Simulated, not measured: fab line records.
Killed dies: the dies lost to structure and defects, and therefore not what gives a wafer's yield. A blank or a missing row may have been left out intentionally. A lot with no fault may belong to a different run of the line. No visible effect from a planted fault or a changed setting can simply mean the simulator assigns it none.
Split-lot experiment / flow n5-finfet / route with 1938 steps; 7 lots, 21 wafers read

ABOUT THE SPLIT
At N5_BEOL_M4_PECVD_72 (deposits SiO2 from TEOS/O2, target thk 16 nm, time 18 s), the setting time-s was moved away from the recipe's 18 s on 8 of the 21 wafers read, by -7.8% to +12.8%. The other wafers ran this setting at the recipe's value.

FROM THE SPLIT TO THE READING: what the file shows between them, 10 steps
- N5_BEOL_M4_EXPOSE_08: exposes mask M4 (also split here: dose-mj)
- N5_BEOL_M4_PEB_09: peb time 60 s
- N5_BEOL_M4_DEVELOP_10: develop time 30 s
- N5_BEOL_M4_CD_MEAS_11: target cd 16.79 nm
- N5_BEOL_M4_DESCUM_16: chemistry O2, time 7 s
- N5_BEOL_M4_ETCH_74: etches underlayer in N2/H2, target depth 6.5 nm, time 5.2 s
- N5_BEOL_M4_ETCH_63: etches SiARC in CF4, target depth 15.6 nm, time 26 s
- N5_BEOL_M4_ETCH_64: etches SOC in N2/H2, target depth 75 nm, overetch 22.5 nm, time 121.9 s
- N5_BEOL_M4_STRIP_65: strips in N2/H2
- N5_BEOL_M4_STRIP_97: strips in N2/H2, time 10 s

THE READING
SiO2_of_BEOL_M4_PECVD_72.thk-nm (the simulator's own value, which no gauge read), in nm, at N5_BEOL_M4_HM_STRIP_39 (strips TiN in peroxide tin strip, target depth 25 nm, time 158 s). The file does not state a usual value for it. Here, 13 wafers ran the recipe; their average is 15.8 nm with a standard deviation of 0.18 nm.

wafer=L079.3; tool, chamber at the split=pecvd-04, 2; time-s as run, s=19.22; against the recipe=+6.8%; SiO2_of_BEOL_M4_PECVD_72.thk-nm, nm=16.8; against lot-mates on the recipe=+0.6
wafer=L079.5; tool, chamber at the split=pecvd-04, 1; time-s as run, s=19.22; against the recipe=+6.8%; SiO2_of_BEOL_M4_PECVD_72.thk-nm, nm=17.2; against lot-mates on the recipe=+1.0
wafer=L079.6; tool, chamber at the split=pecvd-04, 0; time-s as run, s=18; against the recipe=recipe; SiO2_of_BEOL_M4_PECVD_72.thk-nm, nm=16.2; against lot-mates on the recipe=-
wafer=L081.2; tool, chamber at the split=pecvd-02, 0; time-s as run, s=18; against the recipe=recipe; SiO2_of_BEOL_M4_PECVD_72.thk-nm, nm=16; against lot-mates on the recipe=-
wafer=L081.4; tool, chamber at the split=pecvd-02, 0; time-s as run, s=18; against the recipe=recipe; SiO2_of_BEOL_M4_PECVD_72.thk-nm, nm=15.8; against lot-mates on the recipe=-
wafer=L081.6; tool, chamber at the split=pecvd-02, 0; time-s as run, s=19.4; against the recipe=+7.8%; SiO2_of_BEOL_M4_PECVD_72.thk-nm, nm=17.2; against lot-mates on the recipe=+1.3
wafer=L087.2; tool, chamber at the split=pecvd-02, 2,1; time-s as run, s=18; against the recipe=recipe; SiO2_of_BEOL_M4_PECVD_72.thk-nm, nm=15.6; against lot-mates on the recipe=-
wafer=L087.3; tool, chamber at the split=pecvd-02, 2,1; time-s as run, s=18; against the recipe=recipe; SiO2_of_BEOL_M4_PECVD_72.thk-nm, nm=15.6; against lot-mates on the recipe=-
wafer=L087.6; tool, chamber at the split=pecvd-02, 0; time-s as run, s=19.66; against the recipe=+9.2%; SiO2_of_BEOL_M4_PECVD_72.thk-nm, nm=17.2; against lot-mates on the recipe=+1.6
wafer=L090.1; tool, chamber at the split=pecvd-02, 1; time-s as run, s=18; against the recipe=recipe; SiO2_of_BEOL_M4_PECVD_72.thk-nm, nm=15.6; against lot-mates on the recipe=-
wafer=L090.2; tool, chamber at the split=pecvd-02, 0; time-s as run, s=19.9; against the recipe=+10.6%; SiO2_of_BEOL_M4_PECVD_72.thk-nm, nm=17.2; against lot-mates on the recipe=+1.5
wafer=L090.6; tool, chamber at the split=pecvd-02, 2; time-s as run, s=18; against the recipe=recipe; SiO2_of_BEOL_M4_PECVD_72.thk-nm, nm=15.8; against lot-mates on the recipe=-
wafer=L091.1; tool, chamber at the split=pecvd-02, 0,0,1; time-s as run, s=18; against the recipe=recipe; SiO2_of_BEOL_M4_PECVD_72.thk-nm, nm=15.8; against lot-mates on the recipe=-
wafer=L091.4; tool, chamber at the split=pecvd-02, 0,0,1; time-s as run, s=18; against the recipe=recipe; SiO2_of_BEOL_M4_PECVD_72.thk-nm, nm=15.8; against lot-mates on the recipe=-
wafer=L091.5; tool, chamber at the split=pecvd-02, 0,0,1; time-s as run, s=18; against the recipe=recipe; SiO2_of_BEOL_M4_PECVD_72.thk-nm, nm=16; against lot-mates on the recipe=-
wafer=L097.3; tool, chamber at the split=pecvd-02, 2; time-s as run, s=20.31; against the recipe=+12.8%; SiO2_of_BEOL_M4_PECVD_72.thk-nm, nm=17.6; against lot-mates on the recipe=+1.6
wafer=L097.4; tool, chamber at the split=pecvd-02, 1; time-s as run, s=20.31; against the recipe=+12.8%; SiO2_of_BEOL_M4_PECVD_72.thk-nm, nm=17.8; against lot-mates on the recipe=+1.8
wafer=L097.5; tool, chamber at the split=pecvd-02, 0; time-s as run, s=18; against the recipe=recipe; SiO2_of_BEOL_M4_PECVD_72.thk-nm, nm=16; against lot-mates on the recipe=-
wafer=L096.3; tool, chamber at the split=pecvd-04, 2; time-s as run, s=16.59; against the recipe=-7.8%; SiO2_of_BEOL_M4_PECVD_72.thk-nm, nm=14.2; against lot-mates on the recipe=-1.5
wafer=L096.5; tool, chamber at the split=pecvd-04, 1; time-s as run, s=18; against the recipe=recipe; SiO2_of_BEOL_M4_PECVD_72.thk-nm, nm=15.8; against lot-mates on the recipe=-
wafer=L096.6; tool, chamber at the split=pecvd-04, 2; time-s as run, s=18; against the recipe=recipe; SiO2_of_BEOL_M4_PECVD_72.thk-nm, nm=15.6; against lot-mates on the recipe=-
When a row names more than one chamber, that row covers several wafers, and the file does not tell which wafer ran in which chamber.

FIT RESULTS
A straight line over all 21 wafers: SiO2_of_BEOL_M4_PECVD_72.thk-nm changes by +0.158 nm for each +1% of time-s; r = +0.97; the points scatter about the line by 0.21 nm.
The same after taking each lot's own level away (the mean of its wafers on the recipe; 21 wafers): +0.148 nm for each +1%; r = +0.98; scatter 0.16 nm.
The reading moves by 1.9 nm for the largest change in time-s, on that fit.
The lots' own levels span 15.60 to 16.20 nm, that is 3.3 times the standard deviation above.
The two slopes are in agreement: the lot-to-lot level therefore moves the slope only a little.
Check: +1.93 nm against its lot-mates is what the line predicts for one of the wafers moved furthest among these (+12.8%) when that wafer is left out of the fit. Against them it came out at +1.6 nm.

OTHER SPLITS ON THESE WAFERS
Other splits were also applied to these wafers ahead of the reading. Each is held against what the fit with the lots' levels taken away leaves over:
other split on the same wafers=N5_BEOL_M2_HM_DEP_02 target-thk-a; wafers away from the commonest value=6; r with SiO2_of_BEOL_M4_PECVD_72.thk-nm (lot level and that fit taken away)=-0.14
other split on the same wafers=N5_BEOL_M3_ILD_DEP_00 time-s; wafers away from the commonest value=9; r with SiO2_of_BEOL_M4_PECVD_72.thk-nm (lot level and that fit taken away)=-0.41
other split on the same wafers=N5_BEOL_M3_PECVD_72 time-s; wafers away from the commonest value=4; r with SiO2_of_BEOL_M4_PECVD_72.thk-nm (lot level and that fit taken away)=-0.25
other split on the same wafers=N5_BEOL_M3_TRENCH_ETCH_37 time-s; wafers away from the commonest value=7; r with SiO2_of_BEOL_M4_PECVD_72.thk-nm (lot level and that fit taken away)=+0.34
other split on the same wafers=N5_BEOL_M4_EXPOSE_08 dose-mj; wafers away from the commonest value=6; r with SiO2_of_BEOL_M4_PECVD_72.thk-nm (lot level and that fit taken away)=-0.06

THE WHOLE CHAIN: every reading that the file lists as answering this split, in the file's order
step=N5_BEOL_M4_PECVD_72; what it does=deposits SiO2 from TEOS/O2, target thk 16 nm, time 18 s; reading=SiO2_of_BEOL_M4_PECVD_72.thk-nm (the simulator's own value, which no gauge read); change (the file's fit)=+0.143 nm for each +1% of the setting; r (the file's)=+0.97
step=N5_BEOL_M4_HM_STRIP_39; what it does=strips TiN in peroxide tin strip, target depth 25 nm, time 158 s; reading=SiO2_of_BEOL_M4_PECVD_72.thk-nm (the simulator's own value, which no gauge read); change (the file's fit)=+0.151 nm for each +1% of the setting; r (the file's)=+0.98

THE FILE'S OWN FIT
SiO2_of_BEOL_M4_PECVD_72.thk-nm changes by +0.151 nm for each +1% of time-s, r = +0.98.
